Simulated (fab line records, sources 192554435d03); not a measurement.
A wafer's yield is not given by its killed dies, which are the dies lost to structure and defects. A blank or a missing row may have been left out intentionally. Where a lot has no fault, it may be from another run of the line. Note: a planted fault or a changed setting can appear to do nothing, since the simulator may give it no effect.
Chamber matching -- flow n5 finfet -- N5_BEOL_M7_CURE_74 on uv cure-01 has 3 sister chambers
The step cures SiCOH lowk, time 240 s. 18 wafers are shown with their chamber, then 9 later ones without.

## WAFERS PAIRED WITH THEIR CHAMBERS
wafer,chamber,wafer_temp_C_max,lamp power pct (%)
L074.1,1,386.7,52.37
L074.4,1,386.7,52.35
L074.6,1,385.8,52.40
L078.2,2,385.8,52.33
L078.3,2,386.4,52.30
L078.5,2,386.1,52.46
L079.1,0,387.4,52.40
L079.5,0,386.9,52.30
L079.6,0,387.6,52.27
L084.3,1,386.9,52.32
L084.4,1,386.9,52.30
L084.6,1,386.7,52.30
L086.1,0,388.2,52.31
L086.3,0,387.7,52.33
L086.6,0,387.7,52.26
L089.1,2,387.2,52.35
L089.4,2,386.9,52.21
L089.6,2,386.7,52.26

SIGNATURES (means of the wafers above)
reading,chamber 0,chamber 1,chamber 2,scatter within a chamber
wafer_temp_C_max,387.583,386.617,386.517,0.455
lamp power pct,52.3117,52.3400,52.3183,0.0619
Rule: for a wafer and a chamber, the distance is found by dividing, reading by reading, the gap between the wafer's reading and the chamber's mean by the reading's scatter, squaring, summing and taking the root. The wafer belongs to the nearest chamber; if the next one is less than 2 further off, it can't be placed. The scatter: take each reading less its chamber's mean, square it, sum over the shown wafers, divide by the number of wafers less the number of chambers, and take the root.

## WAFERS MISSING THEIR CHAMBER
wafer,wafer_temp_C_max,lamp power pct (%)
L093.3,385.9,52.30
L093.5,387.2,52.28
L093.6,386.5,52.36
L094.2,386.9,52.34
L094.3,386.5,52.31
L094.6,386.2,52.18
L097.2,387.4,52.38
L097.3,387.6,52.29
L097.6,387.2,52.26

## EACH ONE'S CHAMBER
wafer,from the rows above,in truth
L093.3,can't be placed: 2 or 1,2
L093.5,can't be placed: 0 or 1 or 2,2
L093.6,can't be placed: 1 or 2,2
L094.2,can't be placed: 1 or 2 or 0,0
L094.3,can't be placed: 2 or 1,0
L094.6,can't be placed: 2 or 1 or 0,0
L097.2,can't be placed: 0 or 1 or 2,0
L097.3,can't be placed: 0 or 1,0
L097.6,can't be placed: 0 or 2 or 1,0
Correctly placed: 0 of 9. Unplaceable from these rows: 9, with the true chamber sitting among the candidates in 8. Placed wrongly: 0.
